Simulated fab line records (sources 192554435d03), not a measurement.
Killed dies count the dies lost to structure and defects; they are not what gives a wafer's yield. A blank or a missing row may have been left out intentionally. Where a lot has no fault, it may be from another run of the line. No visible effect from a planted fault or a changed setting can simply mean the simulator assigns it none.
Chamber matching | flow n5 finfet | pecvd-04 running N5_BEOL_M1_DEP_57: 3 sister chambers
The step deposits SiCN from 3MS/NH3, target thk 8 nm, time 14 s. 18 wafers are shown with their chamber, then 9 later ones without.

## WAFERS WITH THEIR CHAMBER
wafer  | chamber | throttle valve pct (%) | showerhead plenum p Torr (Torr) | chamber pressure Torr (Torr)
L074.1 | 2       | 8.4                    | 3.660                           | 3.002
L074.4 | 2       | 8.1                    | 3.658                           | 3.003
L074.6 | 1       | 9.3                    | 3.651                           | 2.993
L081.1 | 1       | 9.3                    | 3.651                           | 3.003
L081.2 | 0       | 9.4                    | 3.667                           | 2.991
L081.4 | 1       | 9.2                    | 3.642                           | 3.004
L077.2 | 0       | 9.3                    | 3.663                           | 3.001
L077.4 | 1       | 9.3                    | 3.658                           | 2.997
L077.6 | 0       | 9.3                    | 3.658                           | 3.009
L084.3 | 2       | 8.3                    | 3.659                           | 3.011
L084.4 | 2       | 8.3                    | 3.656                           | 3.010
L084.6 | 1       | 9.1                    | 3.653                           | 3.002
L085.1 | 2       | 8.2                    | 3.663                           | 2.987
L085.3 | 0       | 9.2                    | 3.670                           | 2.995
L085.5 | 2       | 8.1                    | 3.670                           | 2.993
L086.1 | 2       | 8.1                    | 3.662                           | 3.007
L086.3 | 0       | 9.4                    | 3.658                           | 2.996
L086.6 | 2       | 8.0                    | 3.667                           | 3.000

SIGNATURES (means of the wafers above)
reading                  | chamber 0 | chamber 1 | chamber 2 | scatter within a chamber
throttle valve pct       | 9.320     | 9.240     | 8.188     | 0.112
showerhead plenum p Torr | 3.66320   | 3.65100   | 3.66187   | 0.00519
chamber pressure Torr    | 2.99840   | 2.99980   | 3.00162   | 0.00711
Rule: for a wafer and a chamber, the distance is found by dividing, reading by reading, the gap between the wafer's reading and the chamber's mean by the reading's scatter, squaring, summing and taking the root. If the next closest chamber is less than 2 further off than the closest, the wafer can't be placed; otherwise it belongs to the closest. The scatter: take each reading less its chamber's mean, square it, sum over the shown wafers, divide by the number of wafers less the number of chambers, and take the root.

## WAFERS WHOSE CHAMBER IS MISSING
wafer  | throttle valve pct (%) | showerhead plenum p Torr (Torr) | chamber pressure Torr (Torr)
L091.2 | 9.2                    | 3.655                           | 2.999
L091.3 | 8.3                    | 3.674                           | 2.985
L091.5 | 9.1                    | 3.662                           | 3.004
L092.1 | 9.3                    | 3.657                           | 2.992
L092.2 | 9.2                    | 3.666                           | 3.004
L092.5 | 9.5                    | 3.655                           | 3.007
L094.2 | 8.3                    | 3.666                           | 2.989
L094.3 | 9.1                    | 3.655                           | 2.999
L094.6 | 9.4                    | 3.666                           | 3.002

## THE CHAMBER EACH PASSED THROUGH
wafer  | from the rows above     | in truth
L091.2 | can't be placed: 1 or 0 | 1
L091.3 | 2                       | 2
L091.5 | can't be placed: 0 or 1 | 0
L092.1 | can't be placed: 0 or 1 | 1
L092.2 | can't be placed: 0 or 1 | 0
L092.5 | can't be placed: 0 or 1 | 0
L094.2 | 2                       | 2
L094.3 | can't be placed: 1 or 0 | 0
L094.6 | 0                       | 0
3 of 9 placed correctly. From these rows, 6 cannot be placed; in 6 the true chamber is one of the candidates. Number placed wrongly: 0.
